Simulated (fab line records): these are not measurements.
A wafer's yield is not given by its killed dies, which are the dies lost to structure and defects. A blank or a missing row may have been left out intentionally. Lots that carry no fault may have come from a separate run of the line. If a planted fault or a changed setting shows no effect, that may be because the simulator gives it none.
A struck lot beside a sound one + flow n5 finfet + 23 steps out of a route of 1938
Sound: the wafers L434.1, L434.2, L434.3. Wafers struck: L447.1, L447.2, L447.3. The cause is named last.
At each step with rows: each side's tool, then ch and its chambers, then its first start. Under that, the readings that differ: sound wafers + struck wafers + difference of the means + sigmas: that difference in standard deviations of wafers without a fault.
alike: readings whose means differ by less than 2 such deviations, and words and numbers that are the same on both sides. not compared: withheld readings, readings that some wafer has no value for, bounds like >300 that may hide the same value, and numbers for which the record gives no deviation and whose values overlap.
Wherever a step has rows on one side only, a row that says differs or no value, or a row with sigmas, the two part there. Numbers that have no deviation but don't overlap get no sigmas and don't part them. Lack of a reading on every wafer of one side parts them only where that side has two or more wafers.

first, 1 step without rows for these wafers: N5_SD_EPI_N_EPI_21 (deposits Si:P, time 690 s).
N5_SD_EPI_N_EPI_MEAS_23:
  struck on film metro-01, day 6 12:40; sound on film metro-02, day 3 03:40
| reading     | sound          | struck         | difference | sigmas |
|-------------|----------------|----------------|------------|--------|
| thk nm (nm) | 58.8 58.2 58.7 | 61.4 59.8 61.9 | +2.5       | +2     |
then, 3 steps without rows for these wafers: N5_SD_EPI_N_PRECLEAN_24 (cleans in O3/DIW, time 60 s); N5_SD_EPI_N_SRD_25 (time 30 s); N5_SD_EPI_N_PRECLEAN_49 (cleans in NF3:NH3, afs cycles 1, time 20 s, sublimation time 60 s).
N5_SD_EPI_N_LINER_46: material SiNx, target thk 3 nm.
  sound on ald sin-03 ch 0,2,3, day 3 03:58; struck on ald sin-02 ch 0,2,3, day 6 12:59
| reading               | sound    | struck      | difference | sigmas |
|-----------------------|----------|-------------|------------|--------|
| since wet clean h (h) | 44 44 44 | 322 322 322 | +278       |        |
  alike: chamber pressure Torr, heater power outer w, heater power w
N5_SD_EPI_N_INSPECT_26: inspects for defects (darkfield).
  struck on defect inspect-01, day 6 13:14; sound on defect inspect-02, day 3 04:13
  alike: raw defect count
then, 5 steps without rows for these wafers: N5_SD_EPI_P_COAT_34 (time 60 s, resist thk 350 nm); N5_SD_EPI_P_COAT_35 (time 60 s, resist thk 35 nm); N5_SD_EPI_P_COAT_03 (resist thk 150 nm); N5_SD_EPI_P_EBR_05; N5_SD_EPI_P_SOFTBAKE_04 (time 60 s).
N5_SD_EPI_P_EXPOSE_06: exposes mask SD P BLK, target cd 240 nm.
  sound on arfi scanner-02 ch 0, day 3 04:30; struck on arfi scanner-01 ch 0, day 6 13:23
| reading              | sound          | struck         | difference | sigmas |
|----------------------|----------------|----------------|------------|--------|
| exposure dose mJ cm2 | 39.5 39.5 39.5 | 41.5 41.5 41.5 | +2.0       | +5     |
  alike: mask, focus offset nm
then, 2 steps without rows for these wafers: N5_SD_EPI_P_PEB_07 (peb time 60 s); N5_SD_EPI_P_DEVELOP_08 (develop time 30 s).
N5_SD_EPI_P_CD_MEAS_09: the cd target is 240 nm.
  sound on cd sem-01 ch 0, day 3 04:37; struck on cd sem-02 ch 0, day 6 13:31
  alike: cd nm
N5_SD_EPI_P_OVL_MEAS_10:
  sound on overlay-02 ch 0, day 3 04:39; struck on overlay-02 ch 0, day 6 13:33
  alike: SD_P_BLK_OVL
N5_SD_EPI_P_INSPECT_11: inspects for defects (macro).
  struck on defect inspect-01, day 6 13:34; sound on defect inspect-02, day 3 04:41
  alike: raw defect count
N5_SD_EPI_P_DESCUM_14: chemistry O2, time 7.9 s.
  sound on rie diel-03 ch 0,1,2, day 3 04:46; struck on rie diel-04 ch 0,1,2, day 6 13:57
| reading                   | sound             | struck          | difference | sigmas |
|---------------------------|-------------------|-----------------|------------|--------|
| model.SD_EPI_P.cd nm (nm) | 240.2 240.2 239.8 | 242 241.6 241.6 | +2         |        |
  alike: drypump motor current A, oes product au, rf fwd power W, rf vpp V, showerhead plenum p Torr, throttle valve pct
  not compared: rf hours counter h
N5_SD_EPI_P_ETCH_36: etches SiARC in CF4, target depth 45.5 nm, time 75.8 s.
  sound on rie diel-03 ch 0,1,2, day 3 04:48; struck on rie diel-04 ch 0,1,2, day 6 13:59
| reading                   | sound         | struck          | difference | sigmas |
|---------------------------|---------------|-----------------|------------|--------|
| model.SD_EPI_P.cd nm (nm) | 240 240 239.8 | 242 241.4 241.8 | +2         |        |
  alike: drypump motor current A, etch rf on time s, oes product au, rf fwd power W, rf vpp V, showerhead plenum p Torr, throttle valve pct
  not compared: rf hours counter h
N5_SD_EPI_P_ETCH_37: etches SOC in N2/H2, overetch 108 nm, time 486 s.
  sound on rie diel-03 ch 0,1,2, day 3 04:52; struck on rie diel-04 ch 0,1,2, day 6 14:02
  alike: drypump motor current A, h2 flow sccm, oes product au, rf fwd power W, rf vpp V, showerhead plenum p Torr, throttle valve pct
  not compared: rf hours counter h
-- a jump in the record: the struck wafers' starts before and after are 5 days apart (it breaks off in module SD_EPI_P and resumes in module BEOL_M4, where the first step shown is number 1111 of the route) --
N5_BEOL_M4_RC_MEAS_101:
  sound on prober-01 ch 0, day 7 22:58; struck on prober-01 ch 0, day 11 21:58
  alike: DIBL_N, DIBL_P, IOFF_N, IOFF_P, ION_N, ION_P, SS_N, SS_P, VT_N, VT_P
following that, these wafers have no rows for 1 step: N5_PASSIVATION_PROBE_49.

== WHERE THEY PART ==
Last at N5_SD_EPI_P_EXPOSE_06 as far as this record goes, first at N5_SD_EPI_N_EPI_MEAS_23. Later steps at which nothing parts them and some readings are alike: N5_SD_EPI_P_CD_MEAS_09, N5_SD_EPI_P_OVL_MEAS_10, N5_SD_EPI_P_INSPECT_11, N5_SD_EPI_P_DESCUM_14, N5_SD_EPI_P_ETCH_36, N5_SD_EPI_P_ETCH_37, N5_BEOL_M4_RC_MEAS_101.

WHY: what had been put in by the simulator
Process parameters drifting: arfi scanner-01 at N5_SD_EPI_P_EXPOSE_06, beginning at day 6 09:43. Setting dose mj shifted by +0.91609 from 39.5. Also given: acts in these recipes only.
